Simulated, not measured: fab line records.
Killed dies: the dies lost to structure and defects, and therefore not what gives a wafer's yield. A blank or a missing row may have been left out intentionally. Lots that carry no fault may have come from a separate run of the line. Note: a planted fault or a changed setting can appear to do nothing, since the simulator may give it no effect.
One fault seen from 2 desks	flow nand_harc	only its own numbers are on each desk; what lay behind them is given at the end

== THE METROLOGY DESK ==
What the gauges read for every lot (on any tool): the sampled wafers with a number, averaged. If a lot's mean is further than 4 standard deviations from the usual mean, the lot is out of limits and carries the mark OUT (the distance appears in the brackets).
Columns: A = thk_nm at NHARC_A_CHANNEL_FILL_D1_THK_MEAS_06, usual 5.1 nm; B = thk_nm at NHARC_A_DECK1_JOINT_THK_MEAS_17, usual 45.2 nm; C = thk_nm at NHARC_A_ONON_D2_THK_MEAS_05, usual 997 nm
lot	first seen here	A	B	C
L692	day 10 04:08	5.3	46.1	999
L693	day 10 18:44	5.4	45.1	996
L697	day 12 14:38	3.8	45.8	987
L698	day 12 22:40	4.9	45.8	1001
L699	day 13 17:55	5.2	45.6	996
L700	day 13 17:55	5.1	43.6	989
L704	day 15 05:33	4.6	45.6	998
L711	day 18 02:22	4.6	44.7	990
L712	day 18 16:26	5.3	43.9	1004
L713	day 19 02:53	5.6	31.5 (-12) OUT	997
L714	day 19 11:41	5.1	32.1 (-12) OUT	1003
L715	day 20 02:47	5.2	45.0	993
This desk's finding: out of limits on L713, L714; first on L713, day 20 23:58 (thk_nm at NHARC_A_DECK1_JOINT_THK_MEAS_17). In limits: L692, L693, L697, L698, L699, L700, L704, L711, L712, L715.

== FOR THE TOOL OWNER'S DESK: pecvd-04 ==
The tool's own readings at NHARC_A_DECK1_JOINT_DEP_16 (deposits SiO2, target thk 45 nm): means of the sampled wafers that have a number, for each lot that ran on this tool. If a lot's mean is further than 4 standard deviations from the usual mean, the lot is out of limits and carries the mark OUT (the distance appears in the brackets).
Columns: A = heater_power_outer_w at NHARC_A_DECK1_JOINT_DEP_16, usual 317 W; B = heater_power_w at NHARC_A_DECK1_JOINT_DEP_16, usual 568 W; C = throttle_valve_pct at NHARC_A_DECK1_JOINT_DEP_16, usual 15.9 %
lot	first seen here	A	B	C
L697	day 14 09:52	312	566	16.2
L698	day 15 00:25	338	604	15.6
L700	day 15 14:31	383	654	15.7
L713	day 20 23:41	381	666	16.0
L714	day 21 10:43	347	620	15.8
Result from this desk: across the 5 lots, nothing is out of limits.

== BROUGHT TOGETHER ==
An alarm was possible from the metrology desk at day 20 23:58, on L713, L714.
The desk of the tool owner found nothing out of limits.
On record at the tool owner's desk: L713, L714, within its limits.
The lots listed all ran NHARC_A_DECK1_JOINT_DEP_16 on pecvd-04.

== WHAT THE SIMULATOR HAD INSERTED ==
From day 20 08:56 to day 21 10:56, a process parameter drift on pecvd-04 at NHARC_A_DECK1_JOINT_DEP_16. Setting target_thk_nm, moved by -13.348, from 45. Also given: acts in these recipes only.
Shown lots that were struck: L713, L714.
Hours from the fault's start to each desk's first reading out of limits: the metrology desk, 15.
